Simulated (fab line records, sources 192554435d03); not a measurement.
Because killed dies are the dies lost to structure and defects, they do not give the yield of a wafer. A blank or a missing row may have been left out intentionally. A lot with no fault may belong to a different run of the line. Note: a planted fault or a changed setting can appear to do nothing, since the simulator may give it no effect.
A lot that was struck, set against a sound lot -- flow n5Finfet -- 37 out of 1938 route steps
Sound: wafers L433.1, L433.2, L433.4. Wafers L427.1, L427.2, L427.6 were the ones struck. Last of all comes the cause.
For every step that has rows: the tool of each side, followed by ch and its chambers, followed by its first start. Under that, the readings that differ: sound wafers -- struck wafers -- difference of the means -- sigmas: that difference in standard deviations of wafers without a fault.
alike: same words and numbers on both sides, and readings whose means sit less than 2 such deviations apart. not compared: any withheld reading, any reading some wafer has no value for, any bound like >300 that may hide the same value, and any number with overlapping values for which the record gives no deviation.
The two part at a step that has a row with sigmas, a row that says differs or no value, or rows on one side only. Non-overlapping numbers with no deviation appear without sigmas and do not part them. Lack of a reading on every wafer of one side parts them only where that side has two or more wafers.

first, 9 steps without rows for these wafers: N5_BEOL_M4_ANNEAL_95 (time 240 s); N5_BEOL_M4_SPUTTER_96 (material Cu, target thk 4.5 nm, time 8.29 s); N5_BEOL_M4_ECD_50 (material Cu, target thk 300 nm); N5_BEOL_M4_ANNEAL_51 (time 90 s); N5_BEOL_M4_CMP_52 (polishes, stops on SiOC, t overpolish 6.8 s, target thk 40 nm); N5_BEOL_M4_PRE_CLEAN_60 (time 15 s); N5_BEOL_M4_CO_CAP_55 (material Co, precursor CCTBA/H2, target thk 2 nm, time 102.1 s); N5_BEOL_M4_PRE_CLEAN_56 (time 15 s); N5_BEOL_M4_DEP_57 (deposits SiCN from 3MS/NH3, target thk 8 nm, time 14 s).
N5_BEOL_M4_RC_MEAS_101:
  sound on prober-01 ch 0, day 11 17:09; struck on prober-02 ch 0, day 9 09:39
  alike: DIBL_N, DIBL_P, IOFF_N, IOFF_P, ION_N, ION_P, SS_N, SS_P, VT_N, VT_P
then, 24 steps without rows for these wafers: N5_BEOL_M5_ILD_DEP_00 (deposits SiCOH lowk from DEMS/porogen, target thk 140.64 nm, time 25.9 s); N5_BEOL_M5_CURE_79 (cures SiCOH lowk, time 240 s); N5_BEOL_M5_PECVD_70 (deposits SiO2 from TEOS/O2, target thk 16 nm, time 18 s); N5_BEOL_M5_HM_DEP_02 (deposits TiN, target thk 20 nm); N5_BEOL_M5_COAT_59 (time 60 s, resist thk 60 nm); N5_BEOL_M5_COAT_60 (time 60 s, resist thk 12 nm); N5_BEOL_M5_COAT_71 (time 60 s, resist thk 5 nm); N5_BEOL_M5_COAT_05 (resist thk 30 nm); N5_BEOL_M5_EBR_07; N5_BEOL_M5_SOFTBAKE_06 (time 60 s); N5_BEOL_M5_EXPOSE_08 (exposes mask M5, target cd 28 nm); N5_BEOL_M5_PEB_09 (peb time 60 s); N5_BEOL_M5_DEVELOP_10 (develop time 30 s); N5_BEOL_M5_DESCUM_16 (chemistry O2, time 7 s); N5_BEOL_M5_ETCH_72 (etches underlayer in N2/H2, target depth 6.5 nm, time 5.2 s); N5_BEOL_M5_ETCH_61 (etches SiARC in CF4, target depth 15.6 nm, time 26 s); N5_BEOL_M5_ETCH_62 (etches SOC in N2/H2, target depth 75 nm, overetch 15 nm, time 112.5 s); N5_BEOL_M5_STRIP_63 (strips in N2/H2); N5_BEOL_M5_STRIP_73 (strips in N2/H2); N5_BEOL_M5_STRIP_64 (strips in CF4); N5_BEOL_M5_HM_OPEN_17 (chemistry Cl2/BCl3, target TiN, target depth 20 nm, overetch 6 nm); N5_BEOL_M5_STRIP_19 (strips in O2); N5_BEOL_M5_COAT_65 (time 60 s, resist thk 60 nm); N5_BEOL_M5_COAT_66 (time 60 s, resist thk 12 nm).
-- the record jumps here: 3 days lie between the struck wafers' starts before and after (it left off in module BEOL_M5 and takes up again in module BEOL_M12, whose first step shown is number 1648 of the route) --
N5_BEOL_M12_SPUTTER_43: material TaN, target thk 15 nm, time 24.19 s.
  sound: pvdSputter-03 at day 14 21:51; struck: pvdSputter-03 at day 12 05:52
  no value came back on the struck wafers for biasV (V), cathodeDcPowerW (W), throttleValvePct (%); on the sound wafers biasV (V) reads 168.4 171.3 169.4
N5_BEOL_M12_CMP_49: polishes, stops on SiOC, t overpolish 20.6 s, target thk 320 nm.
  sound on cmp-04 ch 0,2,3, day 15 00:08; struck on cmp-04 ch 0,1,2, day 12 06:35
reading,sound,struck,difference,sigmas
barrierFieldEndpointS (s),30.6 31.7 31.1,11.5 11.6 11.1,-19.7,-25
  alike: motorCurrentA, platenRpm, slurryFlowMlMin
  not compared: model.Cu_of_BEOL_M12_ECD_47.thkNm
-- the record jumps here: 2 days lie between the struck wafers' starts before and after (it left off in module BEOL_M12 and takes up again in module PASSIVATION, whose first step shown is number 1936 of the route) --
N5_PASSIVATION_PROBE_49:
  sound: prober-02 at day 16 12:20; struck: prober-02 at day 14 08:26
reading,sound,struck,difference,sigmas
defectLimitedYield (%),91.3 91.4 90.8,83.2 84.3 84.5,-7.2,-5
killed_at_M4_up,15 15 14,113 101 116,+95,+18
killedDies,103 101 109,198 185 183,+84,+5
killedOnRim,15 9 19,16 57 51,+27,+6
sort_bin_5_function (%),5.0 4.8 5.9,13.3 12.9 12.7,+7.7,+8
sortNPass,1077 1079 1071,982 995 997,-84,-4
sortYieldPct (%),91.3 91.4 90.8,83.2 84.3 84.5,-7.2,-4
  alike: killed_at_M0_to_M3, killedAtContacts, killedAtFrontEnd, killedAtOther, killedOpen, killedShort, sort_bin_6_memory, sort_bin_8_speed

WHERE THEY PART
First at N5_BEOL_M12_SPUTTER_43; last, within this record, at N5_PASSIVATION_PROBE_49.

WHY: what the simulator had put in
Entire step skipped (pvdSputter-03, N5_BEOL_M12_SPUTTER_43), from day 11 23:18 onward. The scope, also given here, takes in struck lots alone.
